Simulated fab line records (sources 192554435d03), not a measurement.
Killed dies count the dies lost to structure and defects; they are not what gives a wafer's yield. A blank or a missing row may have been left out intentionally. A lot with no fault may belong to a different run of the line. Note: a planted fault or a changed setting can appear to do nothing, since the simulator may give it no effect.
Comparing a struck lot with a sound one / flow n5-finfet / 28 steps out of a route of 1938
Sound: the wafers L156.1, L156.2, L156.5. Wafers struck: L163.1, L163.3, L163.6. Last of all comes the cause.
Per side, at each step with rows, come the tool, then ch with its chambers, and then its first start. Under that, the readings that differ: sound wafers / struck wafers / difference of the means / sigmas: that difference in standard deviations of wafers without a fault.
alike: readings whose means differ by less than 2 such deviations, and words and numbers that are the same on both sides. not compared: withheld readings, readings that some wafer has no value for, bounds like >300 that may hide the same value, and numbers for which the record gives no deviation and whose values overlap.
Wherever a step has rows on one side only, a row that says differs or no value, or a row with sigmas, the two part there. When numbers do not overlap yet have no deviation, they are printed without sigmas and do not part them. A reading that every wafer of one side lacks parts them only if that side has two wafers or more.

first, 8 steps without rows for these wafers: N5_ZERO_LAYER_HMDS_04 (time 60 s); N5_ZERO_LAYER_COAT_05 (resist thk 1000 nm); N5_ZERO_LAYER_EBR_07; N5_ZERO_LAYER_SOFTBAKE_06 (time 90 s); N5_ZERO_LAYER_EXPOSE_08 (exposes mask ZERO, defocus 0 nm, target cd 2000 nm); N5_ZERO_LAYER_PEB_09; N5_ZERO_LAYER_DEVELOP_10 (develop time 60 s); N5_ZERO_LAYER_HARDBAKE_23 (time 120 s).
N5_ZERO_LAYER_CD_MEAS_11: the cd target is 2000 nm.
  sound on cd-sem-02 ch 0, day 1 18:46; struck on cd-sem-02 ch 0, day 3 12:46
  alike: cd-nm
N5_ZERO_LAYER_DESCUM_16: chemistry O2, time 7.9 s.
  sound on rie-diel-03 ch 1,3, day 1 19:02; struck on rie-diel-03 ch 1,2, day 3 13:08
  alike: drypump-motor-current-A, oes-product-au, rf-vpp-V, showerhead-plenum-p-Torr, throttle-valve-pct
  not compared: rf-hours-counter-h
N5_ZERO_LAYER_ETCH_17: etches SiO2 in CF4, target depth 12 nm, time 13.3 s.
  sound on rie-diel-03 ch 1,3, day 1 19:04; struck on rie-diel-03 ch 1,2, day 3 13:10
  alike: bias-w, drypump-motor-current-A, oes-product-au, rf-vpp-V, showerhead-plenum-p-Torr, throttle-valve-pct
  not compared: rf-hours-counter-h
N5_ZERO_LAYER_ETCH_18: etches Si in HBr/Cl2, target depth 120 nm, time 40 s.
  sound on rie-si-06 ch 0,1,2, day 1 19:08; struck on rie-si-04 ch 1,2,3, day 3 13:14
  alike: HBr_flow_sccm, bias-w, drypump-motor-current-A, oes-product-au, throttle-valve-pct
  not compared: rf-hours-counter-h
N5_ZERO_LAYER_STRIP_24: strips in O2.
  sound on plasma-asher-01 ch 0,1, day 1 19:14; struck on plasma-asher-01 ch 0,1, day 3 13:20
  alike: drypump-motor-current-A, heater-power-w, oes-product-au, strip-time-to-endpoint-s
  not compared: rf-hours-counter-h
then, 1 step without rows for these wafers: N5_ZERO_LAYER_STRIP_19 (strips in SPM, time 900 s).
N5_ZERO_LAYER_INSPECT_20: inspects for defects (darkfield).
  struck on defect-inspect-01, day 3 13:43; sound on defect-inspect-02, day 1 19:36
reading=raw-defect-count; sound=33 37 45; struck=1120 1133 1111; difference=+1083; sigmas=+83
then, 8 steps without rows for these wafers: N5_WELL_APT_HMDS_01 (time 60 s); N5_WELL_APT_COAT_02 (resist thk 950 nm); N5_WELL_APT_EBR_04; N5_WELL_APT_SOFTBAKE_03 (time 60 s); N5_WELL_APT_EXPOSE_05 (exposes mask NWELL, defocus 0 nm, target cd 200 nm); N5_WELL_APT_PEB_06 (peb time 90 s); N5_WELL_APT_DEVELOP_07 (develop time 45 s); N5_WELL_APT_HARDBAKE_12 (time 120 s).
N5_WELL_APT_CD_MEAS_08: the cd target is 200 nm.
  sound on cd-sem-02 ch 0, day 1 20:02; struck on cd-sem-03 ch 0, day 3 14:08
  alike: cd-nm
N5_WELL_APT_OVL_MEAS_09:
  sound on overlay-01 ch 0, day 1 20:04; struck on overlay-01 ch 0, day 3 14:10
  alike: NWELL_OVL
N5_WELL_APT_INSPECT_10: inspects for defects (macro).
  struck on defect-inspect-01, day 3 14:11; sound on defect-inspect-01, day 1 20:05
reading=raw-defect-count; sound=3 5 3; struck=>300 >300 >300; difference=differs; sigmas=
N5_WELL_APT_DESCUM_13: chemistry O2, time 7.9 s.
  sound on rie-diel-01 ch 1,3, day 1 20:14; struck on rie-diel-02 ch 0,1, day 3 14:13
  alike: drypump-motor-current-A, oes-product-au, rf-vpp-V, showerhead-plenum-p-Torr, throttle-valve-pct
  not compared: rf-hours-counter-h
-- the record jumps here: 12 days lie between the struck wafers' starts before and after (it left off in module WELL_APT and takes up again in module PASSIVATION, whose first step shown is number 1936 of the route) --
N5_PASSIVATION_PROBE_49:
  the record has rows for the struck wafers here (prober-02, day 15 08:38) and none for the sound ones

== WHERE THEY PART ==
Last at N5_PASSIVATION_PROBE_49 as far as this record goes, first at N5_ZERO_LAYER_INSPECT_20.

WHY: the cause the simulator had injected
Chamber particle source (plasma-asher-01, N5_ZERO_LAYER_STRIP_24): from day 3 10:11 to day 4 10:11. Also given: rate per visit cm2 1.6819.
